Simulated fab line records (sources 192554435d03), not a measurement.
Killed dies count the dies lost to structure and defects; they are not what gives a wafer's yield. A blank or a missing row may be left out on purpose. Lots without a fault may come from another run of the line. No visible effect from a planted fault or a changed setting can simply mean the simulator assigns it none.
Split-lot experiment / flow n5 finfet / 21 wafers read from 7 lots, route of 1938 steps

THE SPLIT ITSELF
At N5_BEOL_M15_EXPOSE_07 (exposes mask V14), the setting dose mj was moved away from the recipe's 41.25 on 7 of the 21 wafers read, by -6.0% to +3.1%. The other wafers ran this setting at the recipe's value.

FROM THE SPLIT TO THE READING: what the file shows between them, 6 steps
- N5_BEOL_M15_PEB_08: peb time 90 s
- N5_BEOL_M15_DEVELOP_09: develop time 45 s
- N5_BEOL_M15_HARDBAKE_14: time 120 s
- N5_BEOL_M15_CD_MEAS_10: target cd 360 nm
- N5_BEOL_M15_STRIP_65: strips in post etch residue remover, time 60 s
- N5_BEOL_M15_SRD_66: time 30 s, dry time 30 s

THE READING
cd nm (nm) at N5_BEOL_M15_CD_MEAS_17, where the cd target is 360 nm. On this fab line, fault-free wafers typically give 361.2 nm with a standard deviation of 2 nm.

wafer=L079.2; tool, chamber at the split=krf scanner-02, 0; dose mj as run=41.25; against the recipe=recipe; cd nm, nm=360.8; against lot-mates on the recipe=-
wafer=L079.3; tool, chamber at the split=krf scanner-02, 0; dose mj as run=41.25; against the recipe=recipe; cd nm, nm=361.6; against lot-mates on the recipe=-
wafer=L079.5; tool, chamber at the split=krf scanner-02, 0; dose mj as run=42.54; against the recipe=+3.1%; cd nm, nm=368.9; against lot-mates on the recipe=+7.7
wafer=L077.1; tool, chamber at the split=krf scanner-02, 0; dose mj as run=41.25; against the recipe=recipe; cd nm, nm=360.8; against lot-mates on the recipe=-
wafer=L077.3; tool, chamber at the split=krf scanner-02, 0; dose mj as run=41.25; against the recipe=recipe; cd nm, nm=360.1; against lot-mates on the recipe=-
wafer=L077.5; tool, chamber at the split=krf scanner-02, 0; dose mj as run=41.25; against the recipe=recipe; cd nm, nm=361.5; against lot-mates on the recipe=-
wafer=L078.1; tool, chamber at the split=krf scanner-01, 0; dose mj as run=41.25; against the recipe=recipe; cd nm, nm=359.8; against lot-mates on the recipe=-
wafer=L078.2; tool, chamber at the split=krf scanner-01, 0; dose mj as run=39.35; against the recipe=-4.6%; cd nm, nm=353.3; against lot-mates on the recipe=-6.5
wafer=L078.6; tool, chamber at the split=krf scanner-01, 0; dose mj as run=39.35; against the recipe=-4.6%; cd nm, nm=351.8; against lot-mates on the recipe=-8.0
wafer=L080.1; tool, chamber at the split=krf scanner-01, 0; dose mj as run=40.4; against the recipe=-2.1%; cd nm, nm=358.4; against lot-mates on the recipe=-5.4
wafer=L080.2; tool, chamber at the split=krf scanner-01, 0; dose mj as run=41.25; against the recipe=recipe; cd nm, nm=363.8; against lot-mates on the recipe=-
wafer=L080.6; tool, chamber at the split=krf scanner-01, 0; dose mj as run=40.4; against the recipe=-2.1%; cd nm, nm=359.3; against lot-mates on the recipe=-4.5
wafer=L084.2; tool, chamber at the split=krf scanner-02, 0; dose mj as run=41.25; against the recipe=recipe; cd nm, nm=360.1; against lot-mates on the recipe=-
wafer=L084.5; tool, chamber at the split=krf scanner-02, 0; dose mj as run=41.25; against the recipe=recipe; cd nm, nm=363.9; against lot-mates on the recipe=-
wafer=L084.6; tool, chamber at the split=krf scanner-02, 0; dose mj as run=38.76; against the recipe=-6.0%; cd nm, nm=350.1; against lot-mates on the recipe=-11.9
wafer=L083.3; tool, chamber at the split=krf scanner-01, 0; dose mj as run=41.25; against the recipe=recipe; cd nm, nm=355.9; against lot-mates on the recipe=-
wafer=L083.4; tool, chamber at the split=krf scanner-01, 0; dose mj as run=41.25; against the recipe=recipe; cd nm, nm=362.6; against lot-mates on the recipe=-
wafer=L083.6; tool, chamber at the split=krf scanner-01, 0; dose mj as run=41.25; against the recipe=recipe; cd nm, nm=359.6; against lot-mates on the recipe=-
wafer=L090.1; tool, chamber at the split=krf scanner-02, 0; dose mj as run=41.25; against the recipe=recipe; cd nm, nm=358.6; against lot-mates on the recipe=-
wafer=L090.5; tool, chamber at the split=krf scanner-02, 0; dose mj as run=40.32; against the recipe=-2.3%; cd nm, nm=357.8; against lot-mates on the recipe=-0.8
wafer=L090.6; tool, chamber at the split=krf scanner-02, 0; dose mj as run=41.25; against the recipe=recipe; cd nm, nm=358.6; against lot-mates on the recipe=-

FIT RESULTS
A straight line over all 21 wafers: cd nm changes by +1.8 nm for each +1% of dose mj; r = +0.89; the points scatter about the line by 2 nm.
The same after taking each lot's own level away (the mean of its wafers on the recipe; 21 wafers): +1.85 nm for each +1%; r = +0.92; scatter 1.7 nm.
On that fit, the largest move of dose mj shifts the reading by 11 nm.
The lots' own levels span 358.60 to 363.80 nm, that is 2.6 times the standard deviation above.
So the lot-to-lot level changes the slope little: the two slopes agree.
Check: for one of the wafers moved furthest among these (-6.0%), held out of the fit, the line's prediction against its lot-mates is -10.4 nm. Against them it came out at -11.9 nm.

THE OTHER SPLITS THESE WAFERS WENT THROUGH
Note: prior to the reading, these wafers also went through further splits. Each is held against what the fit with the lots' levels taken away leaves over:
other split on the same wafers=N5_BEOL_M14_ILD_DEP_00 time s; wafers away from the commonest value=6; r with cd nm (lot level and that fit taken away)=-0.16
other split on the same wafers=N5_BEOL_M14_DEP_53 time s; wafers away from the commonest value=7; r with cd nm (lot level and that fit taken away)=-0.22

THE WHOLE CHAIN: every reading that the file lists as answering this split, in the file's order
step=N5_BEOL_M15_CD_MEAS_10; what it does=target cd 360 nm; reading=cd nm; change (the file's fit)=+1.8 nm for each +1% of the setting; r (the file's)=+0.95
step=N5_BEOL_M15_CD_MEAS_17; what it does=target cd 360 nm; reading=cd nm; change (the file's fit)=+1.84 nm for each +1% of the setting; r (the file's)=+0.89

FILE'S OWN FIT
cd nm changes by +1.84 nm for each +1% of dose mj, r = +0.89.
